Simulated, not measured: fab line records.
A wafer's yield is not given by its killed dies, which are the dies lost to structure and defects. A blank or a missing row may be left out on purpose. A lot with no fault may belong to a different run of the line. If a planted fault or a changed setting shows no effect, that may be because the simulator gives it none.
fab line records -- flow nand-harc
record: lots: 24, wafers: 72, last-day: 34
route steps=1302 shown P_M0@268 P_M1@296
lots that met no fault: from a run of the same line without faults
start-h: start of the lot's first displayed wafer, in hours after the record's first day -- wait-h: how many hours have passed since the lot's step before this one -- " as in the row above -- L1.1+2: one row covering several wafers at once -- - no value, or no start was given -- * or withheld: withheld -- < > ~ a bound
route shown NAME@n: NAME is a module with steps in the file, n the number in the route of the first one -- usual: the fault-free wafers' mean and standard deviation -- same: alike in all rows -- chamber/n: place in a boat -- sites: per-site readings -- _std_site: the values' standard deviation -- _edge_site: inner sites' mean taken away from outer sites' mean -- radius-mm: for every site, how far away it sits from the centre of the wafer -- mask NAME#n: copy n -- behind: the last tool/chamber to shape the wafer -- hold: why the lot was held/for how many hours/how that ended -- device: which transistor (n, p or np) failed to switch -- end of line: tests of these same wafers at the route's end -- for a step that has no rows: nothing shown but its recipe -- killed: at the first sort, the dies lost to defects and structure; wafer yield is something else -- map: a wafer's dies, x killed, . not, _ none there
set.NAME: the setting the step ran with; set.NAME@STEP: the setting that earlier step ran with -- model.NAME: the simulator's own value behind a step, which no gauge read
a sample of lots followed through the steps of the route, with each step as a table and each wafer as a row
services: the hour from which a tool's chamber was out of use, counted from the record's first day as start-h (under 0 if before that day), plus the number of hours and why
== steps ==
step: NHARC_P_M0_ETCH_15
recipe: target-depth-a: 1500, overetch-a: 150, time-s: 82.5, c4f8-flow-sccm: withheld, ar-flow-sccm: 400, rf-w: 600, bias-w: 300, chemistry: C4F8/Ar
usual: oes-product-au: 0.969/0.018, rf-vpp-V: 441/3.1
lot.wafer,tool,chamber,start-h,wait-h,oes-product-au,rf-hours-counter-h,rf-vpp-V
L074.1,rie-diel-03,2,-,-,0.969,1,443
L074.3,rie-diel-03,1,-,-,0.983,1,440
L074.6,rie-diel-03,2,-,-,0.967,-,442
L075.2,rie-diel-11,1,-,-,0.977,14,435
L075.1,rie-diel-11,0,-,-,0.972,12,445
L075.5,rie-diel-11,2,-,-,0.966,-,447
L076.3,rie-diel-10,0,-,-,0.952,23,441
L076.1,rie-diel-10,1,-,-,0.932,28,442
L076.5,rie-diel-10,3,-,-,0.938,-,436
L077.3,rie-diel-03,0,-,-,0.952,5,436
L077.2,rie-diel-03,3,-,-,0.968,4,446
L077.5,rie-diel-03,0,-,-,0.949,-,436
L078.2,rie-diel-03,1,-,-,0.990,6,439
L078.3,rie-diel-03,3,-,-,0.974,6,444
L078.5,rie-diel-03,1,-,-,0.990,-,440
L079.3,rie-diel-03,2,-,-,0.979,8,443
L079.6,rie-diel-03,1,-,-,0.987,-,439
L079.5,rie-diel-03,2,-,-,0.978,-,443
L080.4,rie-diel-03,3,-,-,0.949,8,445
L080.1,rie-diel-03,1,-,-,0.982,9,439
L080.6,rie-diel-03,0,-,-,0.950,-,436
L081.2,rie-diel-03,0,-,-,0.935,9,436
L081.1,rie-diel-03,2,-,-,0.950,10,443
L081.5,rie-diel-03,1,-,-,0.956,-,439
L082.2,rie-diel-11,3,-,-,0.998,35,441
L082.3,rie-diel-11,0,-,-,0.984,32,445
L082.5,rie-diel-11,3,-,-,0.984,-,441
L083.4,rie-diel-03,0,-,-,0.954,15,436
L083.2,rie-diel-03,1,-,-,0.969,15,439
L083.1,rie-diel-03,2,-,-,0.968,15,442
L084.2,rie-diel-11,1,-,-,0.919,42,437
L084.5,rie-diel-11,3,-,-,0.945,-,441
L084.6,rie-diel-11,0,-,-,0.941,-,443
L085.3,rie-diel-03,1,-,-,0.978,22,438
L085.4,rie-diel-03,0,-,-,0.978,22,437
L085.5,rie-diel-03,2,-,-,0.968,-,443
L086.3,rie-diel-03,3,-,-,0.983,21,445
L086.6,rie-diel-03,1,-,-,0.985,-,439
L086.5,rie-diel-03,2,-,-,0.975,-,441
L087.1,rie-diel-10,1,-,-,0.976,12,443
L087.3,rie-diel-10,2,-,-,0.978,9,441
L087.6,rie-diel-10,1,-,-,0.984,-,441
L088.4,rie-diel-03,0,-,-,0.968,28,435
L088.5,rie-diel-03,1,-,-,0.993,-,439
L088.6,rie-diel-03,2,-,-,0.993,-,442
L090.3,rie-diel-11,3,-,-,0.981,2,440
L090.6,rie-diel-11,3,-,-,0.990,-,440
L090.5,rie-diel-11,0,-,-,0.972,-,443
L089.2,rie-diel-03,1,-,-,0.977,31,438
L089.4,rie-diel-03,2,-,-,0.986,32,442
L089.5,rie-diel-03,0,-,-,0.973,-,435
L091.2,rie-diel-10,2,-,-,0.997,14,440
L091.1,rie-diel-10,1,-,-,0.983,16,443
L091.5,rie-diel-10,2,-,-,1.007,-,440
L092.1,rie-diel-10,1,-,-,0.961,20,441
L092.4,rie-diel-10,2,-,-,0.962,19,440
L092.3,rie-diel-10,0,-,-,0.970,18,441
L093.1,rie-diel-03,1,-,-,0.933,4,440
L093.2,rie-diel-03,2,-,-,0.942,4,442
L093.6,rie-diel-03,1,-,-,0.933,-,438
L094.2,rie-diel-03,0,-,-,0.967,4,436
L094.3,rie-diel-03,2,-,-,1.007,4,443
L094.4,rie-diel-03,3,-,-,0.991,4,444
L096.4,rie-diel-03,1,-,-,0.973,8,438
L096.1,rie-diel-03,2,-,-,0.983,8,441
L096.6,rie-diel-03,3,-,-,0.964,-,445
L095.2,rie-diel-11,3,-,-,0.968,29,441
L095.1,rie-diel-11,1,-,-,0.968,21,445
L095.5,rie-diel-11,3,-,-,0.998,-,441
L097.3,rie-diel-03,3,-,-,0.974,9,444
L097.1,rie-diel-03,1,-,-,0.977,9,439
L097.5,rie-diel-03,3,-,-,0.983,-,444
step: NHARC_P_M0_PVD_21
recipe: target-thk-a: 300, chamber-pressure-pa: 5, power-w: 5000, substrate-temp-c: 30, time-s: 20.49, material: Cu
usual: throttle-valve-pct: 30.4/1.1
lot.wafer,tool,chamber,start-h,wait-h,throttle-valve-pct
L074.3,pvd-sputter-03,-,-,-,29.6
L074.1,pvd-sputter-03,-,-,-,29.9
L074.6,pvd-sputter-03,-,-,-,29.5
L075.1,pvd-sputter-02,-,-,-,28.3
L075.2,pvd-sputter-02,-,-,-,30.4
L075.5,pvd-sputter-02,-,-,-,28.3
L076.3,pvd-sputter-02,-,-,-,30.1
L076.1,pvd-sputter-02,-,-,-,31.5
L076.5,pvd-sputter-02,-,-,-,30.6
L077.3,pvd-sputter-02,-,-,-,31.3
L077.2,pvd-sputter-02,-,-,-,30.6
L077.5,pvd-sputter-02,-,-,-,31.4
L078.2,pvd-sputter-01,-,-,-,30.8
L078.3,pvd-sputter-01,-,-,-,31.8
L078.5,pvd-sputter-01,-,-,-,30.8
L079.3,pvd-sputter-01,-,-,-,31.5
L079.5,pvd-sputter-01,-,-,-,30.7
L079.6,pvd-sputter-01,-,-,-,29.7
L080.4,pvd-sputter-01,-,-,-,30.7
L080.1,pvd-sputter-01,-,-,-,30.0
L080.6,pvd-sputter-01,-,-,-,30.7
L081.2,pvd-sputter-03,-,-,-,29.7
L081.1,pvd-sputter-03,-,-,-,29.5
L081.5,pvd-sputter-03,-,-,-,29.7
L082.3,pvd-sputter-03,-,-,-,29.7
L082.2,pvd-sputter-03,-,-,-,29.7
L082.5,pvd-sputter-03,-,-,-,29.8
L083.1,pvd-sputter-03,-,-,-,30.0
L083.2,pvd-sputter-03,-,-,-,30.7
L083.4,pvd-sputter-03,-,-,-,29.7
L084.2,pvd-sputter-02,-,-,-,28.1
L084.6,pvd-sputter-02,-,-,-,31.5
L084.5,pvd-sputter-02,-,-,-,28.2
L085.3,pvd-sputter-01,-,-,-,32.9
L085.4,pvd-sputter-01,-,-,-,30.2
L085.5,pvd-sputter-01,-,-,-,30.4
L086.3,pvd-sputter-02,-,-,-,28.0
L086.5,pvd-sputter-02,-,-,-,29.8
L086.6,pvd-sputter-02,-,-,-,30.0
L087.1,pvd-sputter-01,-,-,-,30.6
L087.3,pvd-sputter-01,-,-,-,33.0
L087.6,pvd-sputter-01,-,-,-,30.2
L088.4,pvd-sputter-01,-,-,-,30.2
L088.6,pvd-sputter-01,-,-,-,30.1
L088.5,pvd-sputter-01,-,-,-,30.8
L090.3,pvd-sputter-01,-,-,-,30.5
L090.5,pvd-sputter-01,-,-,-,30.8
L090.6,pvd-sputter-01,-,-,-,32.8
L089.4,pvd-sputter-03,-,282.23,-,29.8
L089.2,pvd-sputter-03,-,282.23,-,30.6
L089.5,pvd-sputter-03,-,282.23,-,29.5
L091.1,pvd-sputter-03,-,-,-,29.7
L091.2,pvd-sputter-03,-,-,-,30.1
L091.5,pvd-sputter-03,-,-,-,29.6
L092.1,pvd-sputter-01,-,-,-,30.2
L092.4,pvd-sputter-01,-,-,-,30.7
L092.3,pvd-sputter-01,-,-,-,32.9
L093.1,pvd-sputter-03,-,-,-,29.9
L093.2,pvd-sputter-03,-,-,-,30.7
L093.6,pvd-sputter-03,-,-,-,29.4
L094.4,pvd-sputter-01,-,-,-,32.8
L094.2,pvd-sputter-01,-,-,-,30.1
L094.3,pvd-sputter-01,-,-,-,30.8
L096.1,pvd-sputter-02,-,-,-,30.1
L096.4,pvd-sputter-02,-,-,-,30.8
L096.6,pvd-sputter-02,-,-,-,30.0
L095.1,pvd-sputter-01,-,-,-,32.7
L095.2,pvd-sputter-01,-,-,-,30.1
L095.5,pvd-sputter-01,-,-,-,32.8
L097.3,pvd-sputter-01,-,-,-,32.8
L097.1,pvd-sputter-01,-,-,-,30.1
L097.5,pvd-sputter-01,-,-,-,30.4
step: NHARC_P_M0_ANNEAL_30
recipe: temp-c: 225, time-s: 90
usual: anneal-temp-c: 225.06/0.16, wafer_temp_C_max: 225.73/0.21
lot.wafer,tool,chamber,start-h,wait-h,anneal-temp-c,wafer_temp_C_max
L074.1,rtp-anneal-02,0,119.82,0.3,225.07,226.07
L074.3,rtp-anneal-02,0,119.82,0.3,225.13,225.83
L074.6,rtp-anneal-02,0,119.82,0.3,225.04,225.97
L075.1,rtp-anneal-01,0,134.08,0.3,224.90,226.01
L075.2,rtp-anneal-01,0,134.08,0.3,224.87,225.52
L075.5,rtp-anneal-01,0,134.08,0.3,225.17,225.95
L076.1,rtp-anneal-01,0,139.23,-,225.37,225.64
L076.3,rtp-anneal-01,0,139.23,-,225.29,225.44
L076.5,rtp-anneal-01,0,139.23,-,225.32,225.63
L077.2,rtp-anneal-01,0,153.64,0.4,225.15,225.78
L077.3,rtp-anneal-01,0,153.64,0.4,224.91,225.96
L077.5,rtp-anneal-01,0,153.64,0.4,224.87,225.94
L078.2,rtp-anneal-02,0,163.14,0.3,225.04,226.13
L078.3,rtp-anneal-02,0,163.14,0.3,225.04,226.23
L078.5,rtp-anneal-02,0,163.14,0.3,224.74,226.25
L079.3,rtp-anneal-01,0,169.86,-,225.18,225.72
L079.5,rtp-anneal-01,0,169.86,-,224.76,225.96
L079.6,rtp-anneal-01,0,169.86,-,224.97,225.45
L080.1,rtp-anneal-01,0,186.65,0.3,224.71,225.31
L080.4,rtp-anneal-01,0,186.65,0.3,225.01,225.58
L080.6,rtp-anneal-01,0,186.65,0.3,225.10,225.98
L081.1,rtp-anneal-02,0,190.92,-,225.11,225.83
L081.2,rtp-anneal-02,0,190.92,-,225.02,225.78
L081.5,rtp-anneal-02,0,190.92,-,225.35,225.50
L082.2,rtp-anneal-01,0,207.64,0.3,225.06,225.64
L082.3,rtp-anneal-01,0,207.64,0.3,224.78,225.78
L082.5,rtp-anneal-01,0,207.64,0.3,224.91,225.80
L083.1,rtp-anneal-02,0,216.28,-,224.85,225.78
L083.2,rtp-anneal-02,0,216.28,-,225.16,225.85
L083.4,rtp-anneal-02,0,216.28,-,224.94,225.77
L084.2,rtp-anneal-01,0,234.59,0.3,224.81,225.85
L084.5,rtp-anneal-01,0,234.59,0.3,224.95,225.59
L084.6,rtp-anneal-01,0,234.59,0.3,225.04,225.52
L085.3,rtp-anneal-02,0,242.40,-,225.10,225.66
L085.4,rtp-anneal-02,0,242.40,-,225.26,225.88
L085.5,rtp-anneal-02,0,242.40,-,225.13,225.87
L086.3,rtp-anneal-01,0,243.29,0.3,225.07,225.38
L086.5,rtp-anneal-01,0,243.29,0.3,224.94,225.75
L086.6,rtp-anneal-01,0,243.29,0.3,225.09,225.50
L087.1,rtp-anneal-01,0,271.27,0.3,225.08,225.96
L087.3,rtp-anneal-01,0,271.27,0.3,224.80,225.98
L087.6,rtp-anneal-01,0,271.27,0.3,224.97,225.97
L088.4,rtp-anneal-02,0,272.14,-,225.32,225.48
L088.5,rtp-anneal-02,0,272.14,-,225.34,225.50
L088.6,rtp-anneal-02,0,272.14,-,225.21,225.70
L090.3,rtp-anneal-01,0,281.94,-,225.19,225.82
L090.5,rtp-anneal-01,0,281.94,-,225.05,225.76
L090.6,rtp-anneal-01,0,281.94,-,224.88,225.73
L089.2,rtp-anneal-01,0,282.79,0.4,225.03,225.94
L089.4,rtp-anneal-01,0,282.79,0.4,224.77,225.87
L089.5,rtp-anneal-01,0,282.79,0.4,225.03,225.57
L091.1,rtp-anneal-01,0,289.95,-,225.11,225.78
L091.2,rtp-anneal-01,0,289.95,-,225.00,225.51
L091.5,rtp-anneal-01,0,289.95,-,224.91,225.71
L092.1,rtp-anneal-01,0,303.27,-,225.21,226.10
L092.3,rtp-anneal-01,0,303.27,-,225.16,225.91
L092.4,rtp-anneal-01,0,303.27,-,225.22,225.80
L093.1,rtp-anneal-01,0,316.33,-,225.32,225.60
L093.2,rtp-anneal-01,0,316.33,-,225.15,225.50
L093.6,rtp-anneal-01,0,316.33,-,225.14,225.48
L094.2,rtp-anneal-02,0,324.70,-,225.22,225.84
L094.3,rtp-anneal-02,0,324.70,-,224.97,225.80
L094.4,rtp-anneal-02,0,324.70,-,224.99,225.83
L096.1,rtp-anneal-01,0,345.67,0.3,225.32,225.71
L096.4,rtp-anneal-01,0,345.67,0.3,225.26,225.55
L096.6,rtp-anneal-01,0,345.67,0.3,225.26,225.86
L095.1,rtp-anneal-02,0,346.29,-,225.22,225.62
L095.2,rtp-anneal-02,0,346.29,-,225.23,225.67
L095.5,rtp-anneal-02,0,346.29,-,225.19,225.72
L097.1,rtp-anneal-01,0,356.13,0.3,225.02,225.58
L097.3,rtp-anneal-01,0,356.13,0.3,224.84,225.42
L097.5,rtp-anneal-01,0,356.13,0.3,224.82,225.64
step: NHARC_P_M1_OVL_MEAS_10
recipe: pitch-nm: 260
usual: overlay-x-nm: 0.1/1.1, overlay-y-nm: 0.1/0.8
lot.wafer,tool,chamber,start-h,wait-h,overlay-x-nm,overlay-y-nm
L074.1,overlay-01,-,122.28,-,-2.2,-0.2
L074.3,overlay-01,-,122.28,-,-2.3,0.0
L074.6,overlay-01,-,122.28,-,-1.6,-0.2
L075.1,overlay-01,-,136.36,-,-1.4,-0.5
L075.2,overlay-01,-,136.36,-,-2.3,0.5
L075.5,overlay-01,-,136.36,-,-1.6,-0.8
L076.1,overlay-02,-,141.45,-,-1.5,0.5
L076.3,overlay-02,-,141.45,-,-1.4,0.5
L076.5,overlay-02,-,141.45,-,-1.4,0.6
L077.2,overlay-02,-,155.79,-,1.7,-1.8
L077.3,overlay-02,-,155.79,-,0.8,-0.8
L077.5,overlay-02,-,155.79,-,1.2,-0.8
L078.2,overlay-02,-,165.49,-,0.4,0.3
L078.3,overlay-02,-,165.49,-,0.9,0.0
L078.5,overlay-02,-,165.49,-,0.3,-0.3
L079.3,overlay-02,-,172.02,-,0.0,0.7
L079.5,overlay-02,-,172.02,-,0.0,0.6
L079.6,overlay-02,-,172.02,-,0.3,0.8
L080.1,overlay-02,-,188.82,-,-0.9,0.8
L080.4,overlay-02,-,188.82,-,-1.1,0.3
L080.6,overlay-02,-,188.82,-,-1.1,0.3
L081.1,overlay-02,-,193.33,-,0.0,0.6
L081.2,overlay-02,-,193.33,-,0.4,-0.5
L081.5,overlay-02,-,193.33,-,0.3,0.4
L082.2,overlay-02,-,210.03,-,0.0,0.4
L082.3,overlay-02,-,210.03,-,0.4,0.3
L082.5,overlay-02,-,210.03,-,0.3,0.0
L083.1,overlay-02,-,218.44,-,-0.7,-1.8
L083.2,overlay-02,-,218.44,-,-1.0,-1.3
L083.4,overlay-02,-,218.44,-,-0.2,-1.6
L084.2,overlay-02,-,237.11,-,0.3,-0.2
L084.5,overlay-02,-,237.11,-,0.3,-0.1
L084.6,overlay-02,-,237.11,-,0.6,-0.2
L085.3,overlay-01,-,244.49,-,0.8,-0.1
L085.4,overlay-01,-,244.49,-,1.0,0.0
L085.5,overlay-01,-,244.49,-,0.4,0.1
L086.3,overlay-02,-,245.45,-,2.4,1.1
L086.5,overlay-02,-,245.45,-,2.0,1.2
L086.6,overlay-02,-,245.45,-,2.0,0.8
L087.1,overlay-02,-,273.42,-,0.3,0.5
L087.3,overlay-02,-,273.42,-,-0.6,0.9
L087.6,overlay-02,-,273.42,-,-0.1,-0.1
L088.4,overlay-02,-,274.30,-,0.9,0.8
L088.5,overlay-02,-,274.30,-,0.4,0.5
L088.6,overlay-02,-,274.30,-,0.9,0.2
L090.3,overlay-01,-,284.31,-,0.3,-0.3
L090.5,overlay-01,-,284.31,-,0.6,0.2
L090.6,overlay-01,-,284.31,-,0.5,-0.3
L089.2,overlay-01,-,285.07,-,2.2,1.6
L089.4,overlay-01,-,285.07,-,1.6,1.7
L089.5,overlay-01,-,285.07,-,1.8,1.8
L091.1,overlay-01,-,292.25,-,-0.5,-1.1
L091.2,overlay-01,-,292.25,-,0.1,-1.4
L091.5,overlay-01,-,292.25,-,-0.4,-1.4
L092.1,overlay-02,-,305.44,-,0.2,-1.2
L092.3,overlay-02,-,305.44,-,0.3,-0.9
L092.4,overlay-02,-,305.44,-,1.0,-1.0
L093.1,overlay-02,-,318.62,-,1.3,0.5
L093.2,overlay-02,-,318.62,-,1.6,0.7
L093.6,overlay-02,-,318.62,-,1.2,0.6
L094.2,overlay-02,-,326.95,-,-1.0,-0.2
L094.3,overlay-02,-,326.95,-,-0.6,0.3
L094.4,overlay-02,-,326.95,-,-1.8,-0.1
L096.1,overlay-01,-,347.98,-,-0.3,-0.2
L096.4,overlay-01,-,347.98,-,-0.5,0.2
L096.6,overlay-01,-,347.98,-,-0.1,0.0
L095.1,overlay-02,-,348.58,-,1.6,-0.8
L095.2,overlay-02,-,348.58,-,1.5,0.1
L095.5,overlay-02,-,348.58,-,2.0,-0.2
L097.1,overlay-01,-,358.30,-,0.0,-0.2
L097.3,overlay-01,-,358.30,-,-0.4,-0.8
L097.5,overlay-01,-,358.30,-,0.2,-0.5
step: NHARC_P_M1_CD_MEAS_16
usual: cd-nm: 129.4/1
lot.wafer,tool,chamber,start-h,wait-h,cd-nm
L074.1,cd-sem-02,-,122.69,-,127.8
L074.3,cd-sem-02,-,122.69,-,128.6
L074.6,cd-sem-02,-,122.69,-,129.3
L075.1,cd-sem-02,-,136.76,-,129.0
L075.2,cd-sem-02,-,136.76,-,128.6
L075.5,cd-sem-02,-,136.76,-,128.7
L076.1,cd-sem-03,-,141.85,-,129.3
L076.3,cd-sem-03,-,141.85,-,128.4
L076.5,cd-sem-03,-,141.85,-,131.5
L077.2,cd-sem-02,-,156.20,-,129.6
L077.3,cd-sem-02,-,156.20,-,130.7
L077.5,cd-sem-02,-,156.20,-,128.8
L078.2,cd-sem-03,-,165.90,-,129.4
L078.3,cd-sem-03,-,165.90,-,129.1
L078.5,cd-sem-03,-,165.90,-,129.9
L079.3,cd-sem-01,-,172.43,-,128.4
L079.5,cd-sem-01,-,172.43,-,129.9
L079.6,cd-sem-01,-,172.43,-,129.7
L080.1,cd-sem-01,-,189.22,-,127.8
L080.4,cd-sem-01,-,189.22,-,130.8
L080.6,cd-sem-01,-,189.22,-,130.1
L081.1,cd-sem-01,-,193.73,-,129.8
L081.2,cd-sem-01,-,193.73,-,130.7
L081.5,cd-sem-01,-,193.73,-,132.1
L082.2,cd-sem-03,-,210.43,-,130.8
L082.3,cd-sem-03,-,210.43,-,129.0
L082.5,cd-sem-03,-,210.43,-,129.0
L083.1,cd-sem-02,-,218.84,-,127.7
L083.2,cd-sem-02,-,218.84,-,129.9
L083.4,cd-sem-02,-,218.84,-,129.8
L084.2,cd-sem-02,-,237.52,-,129.6
L084.5,cd-sem-02,-,237.52,-,129.6
L084.6,cd-sem-02,-,237.52,-,128.3
L085.3,cd-sem-02,-,244.89,-,128.0
L085.4,cd-sem-02,-,244.89,-,130.7
L085.5,cd-sem-02,-,244.89,-,127.9
L086.3,cd-sem-01,-,245.86,-,130.2
L086.5,cd-sem-01,-,245.86,-,128.8
L086.6,cd-sem-01,-,245.86,-,130.1
L087.1,cd-sem-03,-,273.82,-,130.2
L087.3,cd-sem-03,-,273.82,-,128.5
L087.6,cd-sem-03,-,273.82,-,129.0
L088.4,cd-sem-02,-,274.71,-,130.0
L088.5,cd-sem-02,-,274.71,-,127.2
L088.6,cd-sem-02,-,274.71,-,127.4
L090.3,cd-sem-03,-,284.72,-,128.8
L090.5,cd-sem-03,-,284.72,-,130.1
L090.6,cd-sem-03,-,284.72,-,127.8
L089.2,cd-sem-02,-,285.47,-,129.8
L089.4,cd-sem-02,-,285.47,-,129.6
L089.5,cd-sem-02,-,285.47,-,129.0
L091.1,cd-sem-02,-,292.66,-,128.3
L091.2,cd-sem-02,-,292.66,-,128.4
L091.5,cd-sem-02,-,292.66,-,128.7
L092.1,cd-sem-02,-,305.85,-,129.6
L092.3,cd-sem-02,-,305.85,-,128.9
L092.4,cd-sem-02,-,305.85,-,129.8
L093.1,cd-sem-03,-,319.03,-,129.8
L093.2,cd-sem-03,-,319.03,-,131.0
L093.6,cd-sem-03,-,319.03,-,129.2
L094.2,cd-sem-03,-,327.36,-,130.6
L094.3,cd-sem-03,-,327.36,-,129.9
L094.4,cd-sem-03,-,327.36,-,131.1
L096.1,cd-sem-02,-,348.38,-,129.6
L096.4,cd-sem-02,-,348.38,-,130.5
L096.6,cd-sem-02,-,348.38,-,129.6
L095.1,cd-sem-03,-,348.99,-,128.3
L095.2,cd-sem-03,-,348.99,-,131.2
L095.5,cd-sem-03,-,348.99,-,128.4
L097.1,cd-sem-01,-,358.71,-,131.6
L097.3,cd-sem-01,-,358.71,-,128.7
L097.5,cd-sem-01,-,358.71,-,129.7
step: NHARC_P_M1_PVD_20
recipe: target-thk-a: 50, bias-v: 168.6, power-w: 15000, chamber-pressure-pa: 0.12, time-s: 8.06, substrate-temp-c: 50, material: TaN
usual: throttle-valve-pct: 30.3/0.95
lot.wafer,tool,chamber,start-h,wait-h,throttle-valve-pct
L074.3,pvd-sputter-02,-,-,-,30.3
L074.1,pvd-sputter-02,-,-,-,29.8
L074.6,pvd-sputter-02,-,-,-,29.8
L075.2,pvd-sputter-03,-,-,-,29.3
L075.1,pvd-sputter-03,-,-,-,29.6
L075.5,pvd-sputter-03,-,-,-,30.1
L076.3,pvd-sputter-03,-,-,-,29.9
L076.1,pvd-sputter-03,-,-,-,29.4
L076.5,pvd-sputter-03,-,-,-,29.8
L077.2,pvd-sputter-02,-,-,-,31.6
L077.3,pvd-sputter-02,-,-,-,30.5
L077.5,pvd-sputter-02,-,-,-,28.2
L078.3,pvd-sputter-01,-,-,-,29.8
L078.2,pvd-sputter-01,-,-,-,30.9
L078.5,pvd-sputter-01,-,-,-,29.7
L079.3,pvd-sputter-02,-,-,-,29.8
L079.6,pvd-sputter-02,-,-,-,28.1
L079.5,pvd-sputter-02,-,-,-,30.5
L080.1,pvd-sputter-02,-,-,-,30.2
L080.4,pvd-sputter-02,-,-,-,31.4
L080.6,pvd-sputter-02,-,-,-,30.3
L081.1,pvd-sputter-01,-,-,-,30.0
L081.2,pvd-sputter-01,-,-,-,30.8
L081.5,pvd-sputter-01,-,-,-,31.8
L082.3,pvd-sputter-03,-,-,-,30.8
L082.2,pvd-sputter-03,-,-,-,29.7
L082.5,pvd-sputter-03,-,-,-,31.0
L083.4,pvd-sputter-01,-,-,-,30.8
L083.1,pvd-sputter-01,-,-,-,31.8
L083.2,pvd-sputter-01,-,-,-,31.0
L084.2,pvd-sputter-03,-,-,-,29.9
L084.5,pvd-sputter-03,-,-,-,29.5
L084.6,pvd-sputter-03,-,-,-,29.7
L085.4,pvd-sputter-02,-,-,-,29.9
L085.3,pvd-sputter-02,-,-,-,31.5
L085.5,pvd-sputter-02,-,-,-,29.9
L086.3,pvd-sputter-01,-,-,-,30.4
L086.5,pvd-sputter-01,-,-,-,30.1
L086.6,pvd-sputter-01,-,-,-,30.9
L087.3,pvd-sputter-02,-,-,-,28.3
L087.1,pvd-sputter-02,-,-,-,29.5
L087.6,pvd-sputter-02,-,-,-,31.7
L088.4,pvd-sputter-03,-,-,-,29.8
L088.6,pvd-sputter-03,-,-,-,30.0
L088.5,pvd-sputter-03,-,-,-,30.7
L090.3,pvd-sputter-03,-,-,-,29.7
L090.6,pvd-sputter-03,-,-,-,29.7
L090.5,pvd-sputter-03,-,-,-,29.9
L089.2,pvd-sputter-03,-,-,-,29.9
L089.4,pvd-sputter-03,-,-,-,29.7
L089.5,pvd-sputter-03,-,-,-,29.6
L091.2,pvd-sputter-01,-,-,-,30.0
L091.1,pvd-sputter-01,-,-,-,31.0
L091.5,pvd-sputter-01,-,-,-,30.9
L092.4,pvd-sputter-01,-,-,-,30.4
L092.1,pvd-sputter-01,-,-,-,30.8
L092.3,pvd-sputter-01,-,-,-,32.9
L093.2,pvd-sputter-03,-,-,-,29.6
L093.1,pvd-sputter-03,-,-,-,29.6
L093.6,pvd-sputter-03,-,-,-,29.8
L094.3,pvd-sputter-01,-,-,-,30.3
L094.4,pvd-sputter-01,-,-,-,30.6
L094.2,pvd-sputter-01,-,-,-,32.9
L096.1,pvd-sputter-01,-,-,-,30.6
L096.4,pvd-sputter-01,-,-,-,30.8
L096.6,pvd-sputter-01,-,-,-,32.5
L095.1,pvd-sputter-02,-,-,-,30.1
L095.2,pvd-sputter-02,-,-,-,30.7
L095.5,pvd-sputter-02,-,-,-,30.8
L097.3,pvd-sputter-02,-,-,-,28.2
L097.1,pvd-sputter-02,-,-,-,30.7
L097.5,pvd-sputter-02,-,-,-,28.2
== services ==
tool,chamber,start-h,hours,kind
pvd-sputter-02,-,104.00,10.0,pm
rie-diel-03,-,104.30,9.0,pm
rie-diel-03,0,104.30,9.0,vent-cycle
rie-diel-10,-,106.04,0.7,repair
pvd-sputter-01,-,113.05,27.2,repair
rie-diel-10,2,120.65,10.4,repair
rie-diel-11,0,135.50,8.6,repair
pvd-sputter-03,-,161.20,8.2,repair
pvd-sputter-03,-,170.00,10.0,pm
rie-diel-10,1,173.21,33.8,repair
pvd-sputter-02,-,180.23,7.5,repair
pvd-sputter-03,-,200.36,1.7,repair
rie-diel-11,2,209.85,5.9,repair
pvd-sputter-01,-,210.43,8.1,repair
rie-diel-11,-,212.84,2.0,repair
pvd-sputter-01,-,226.00,10.0,pm
rie-diel-10,-,242.80,9.0,pm
rie-diel-11,-,255.56,9.0,pm
pvd-sputter-01,-,257.03,2.3,repair
rie-diel-11,-,266.53,1.9,repair
rie-diel-03,-,281.30,9.0,pm
pvd-sputter-03,-,313.93,1.0,repair
pvd-sputter-03,-,348.00,10.0,pm
pvd-sputter-01,-,356.11,4.9,repair
== key ==
fault none
